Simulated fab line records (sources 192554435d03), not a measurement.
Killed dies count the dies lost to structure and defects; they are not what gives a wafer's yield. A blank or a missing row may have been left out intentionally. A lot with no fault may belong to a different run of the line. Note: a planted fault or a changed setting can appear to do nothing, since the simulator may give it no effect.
Chamber matching / flow n5Finfet / N5_BEOL_M3_VIA_ETCH_34 on rieDiel-05 has 4 sister chambers
The step etches the open film in C4F6/O2, target depth 69.4 nm, time 65.9 s. 4 wafers are shown with their chamber, then 8 later ones without.

== WAFERS WITH THEIR CHAMBER ==
wafer=L079.5; chamber=0; rfVppV (V)=664
wafer=L081.2; chamber=2; rfVppV (V)=666
wafer=L091.4; chamber=3; rfVppV (V)=646
wafer=L092.1; chamber=1; rfVppV (V)=671

== WAFERS WITH NO CHAMBER GIVEN ==
wafer=L092.3; rfVppV (V)=645
wafer=L092.6; rfVppV (V)=665
wafer=L094.1; rfVppV (V)=664
wafer=L094.2; rfVppV (V)=662
wafer=L094.6; rfVppV (V)=666
wafer=L095.1; rfVppV (V)=646
wafer=L095.5; rfVppV (V)=645
wafer=L095.6; rfVppV (V)=666

== WHICH CHAMBER EACH ONE RAN IN ==
wafer=L092.3; from the rows above=3; in truth=3
wafer=L092.6; from the rows above=can't be placed: 0 or 2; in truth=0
wafer=L094.1; from the rows above=0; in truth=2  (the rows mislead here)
wafer=L094.2; from the rows above=0; in truth=0
wafer=L094.6; from the rows above=2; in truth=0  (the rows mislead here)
wafer=L095.1; from the rows above=3; in truth=3
wafer=L095.5; from the rows above=3; in truth=3
wafer=L095.6; from the rows above=2; in truth=2
Correctly placed: 5 of 8. These rows do not allow placing 1 (true chamber among the candidates in 1). Number placed wrongly: 2.
How it was worked out, from the rows above alone: a wafer's distance from a chamber is the root of the sum, over the readings, of the square of ((its reading less the chamber's mean) divided by the reading's scatter). The wafer belongs to the nearest chamber; if the next one is less than 2 further off, it can't be placed. The mean given for a chamber averages the wafers shown for that chamber. The scatter: with one shown wafer a chamber, the root of the mean of the squares of how far each hidden wafer lies from its nearest shown one.
